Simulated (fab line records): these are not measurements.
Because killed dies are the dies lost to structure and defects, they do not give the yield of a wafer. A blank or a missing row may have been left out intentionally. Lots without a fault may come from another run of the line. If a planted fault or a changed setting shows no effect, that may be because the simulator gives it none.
Chamber matching / flow nand harc / 4 sister chambers for NHARC_P_CONTACT_CMP_24 on cmp-03
The step polishes, t overpolish 30 s, target thk 200 nm. 16 wafers are shown with their chamber, then 8 later ones without.

== WAFERS PAIRED WITH THEIR CHAMBERS ==
wafer=L262.1; chamber=2; motor current A (A)=10.7; time to endpoint s (s)=39; overpolish run s (s)=29.994
wafer=L262.2; chamber=3; motor current A (A)=13.9; time to endpoint s (s)=45; overpolish run s (s)=30.018
wafer=L262.5; chamber=2; motor current A (A)=11.6; time to endpoint s (s)=40; overpolish run s (s)=30.004
wafer=L263.1; chamber=2; motor current A (A)=11.4; time to endpoint s (s)=40; overpolish run s (s)=29.987
wafer=L263.4; chamber=1; motor current A (A)=13.2; time to endpoint s (s)=37; overpolish run s (s)=29.979
wafer=L263.6; chamber=2; motor current A (A)=10.7; time to endpoint s (s)=40; overpolish run s (s)=30.009
wafer=L269.1; chamber=3; motor current A (A)=14.4; time to endpoint s (s)=41; overpolish run s (s)=29.983
wafer=L269.3; chamber=2; motor current A (A)=11.5; time to endpoint s (s)=39; overpolish run s (s)=30.003
wafer=L269.6; chamber=1; motor current A (A)=12.3; time to endpoint s (s)=37; overpolish run s (s)=29.987
wafer=L268.1; chamber=3; motor current A (A)=14.6; time to endpoint s (s)=45; overpolish run s (s)=30.018
wafer=L268.3; chamber=2; motor current A (A)=11.4; time to endpoint s (s)=44; overpolish run s (s)=30.009
wafer=L268.4; chamber=0; motor current A (A)=12.1; time to endpoint s (s)=45; overpolish run s (s)=29.992
wafer=L271.1; chamber=1; motor current A (A)=12.5; time to endpoint s (s)=41; overpolish run s (s)=30.005
wafer=L271.2; chamber=0; motor current A (A)=12.8; time to endpoint s (s)=45; overpolish run s (s)=29.991
wafer=L271.4; chamber=3; motor current A (A)=14.0; time to endpoint s (s)=42; overpolish run s (s)=29.992
wafer=L274.1; chamber=0; motor current A (A)=11.1; time to endpoint s (s)=40; overpolish run s (s)=29.994

SIGNATURES (means of the wafers above)
reading=motor current A; chamber 0=12.000; chamber 1=12.667; chamber 2=11.217; chamber 3=14.225; scatter within a chamber=0.505
reading=time to endpoint s; chamber 0=43.33; chamber 1=38.33; chamber 2=40.33; chamber 3=43.25; scatter within a chamber=2.19
reading=overpolish run s; chamber 0=29.99233; chamber 1=29.99033; chamber 2=30.00100; chamber 3=30.00275; scatter within a chamber=0.012
Rule: a wafer's distance from a chamber is the root of the sum, over the readings, of the square of ((its reading less the chamber's mean) divided by the reading's scatter). The wafer belongs to the nearest chamber; if the next one is less than 2 further off, it can't be placed. The scatter: take each reading less its chamber's mean, square it, sum over the shown wafers, divide by the number of wafers less the number of chambers, and take the root.

== WAFERS WITHOUT THEIR CHAMBER ==
wafer=L274.3; motor current A (A)=11.1; time to endpoint s (s)=42; overpolish run s (s)=29.991
wafer=L274.5; motor current A (A)=11.2; time to endpoint s (s)=42; overpolish run s (s)=30.013
wafer=L278.1; motor current A (A)=12.1; time to endpoint s (s)=44; overpolish run s (s)=30.018
wafer=L278.3; motor current A (A)=12.6; time to endpoint s (s)=40; overpolish run s (s)=30.007
wafer=L278.6; motor current A (A)=11.2; time to endpoint s (s)=42; overpolish run s (s)=29.992
wafer=L280.1; motor current A (A)=13.2; time to endpoint s (s)=38; overpolish run s (s)=30.009
wafer=L280.2; motor current A (A)=11.6; time to endpoint s (s)=36; overpolish run s (s)=30.012
wafer=L280.3; motor current A (A)=14.0; time to endpoint s (s)=39; overpolish run s (s)=29.996

== CHAMBER TAKEN BY EACH ==
wafer=L274.3; from the rows above=can't be placed: 2 or 0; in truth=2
wafer=L274.5; from the rows above=can't be placed: 2 or 0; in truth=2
wafer=L278.1; from the rows above=can't be placed: 0 or 2 or 1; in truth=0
wafer=L278.3; from the rows above=can't be placed: 1 or 0 or 2 or 3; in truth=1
wafer=L278.6; from the rows above=can't be placed: 2 or 0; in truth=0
wafer=L280.1; from the rows above=can't be placed: 1 or 3 or 0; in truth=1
wafer=L280.2; from the rows above=can't be placed: 2 or 1 or 0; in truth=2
wafer=L280.3; from the rows above=can't be placed: 3 or 1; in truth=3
Correctly placed: 0 of 8. Can't be placed from these rows: 8 (the true chamber is among the candidates in 8). Placed wrongly: 0.
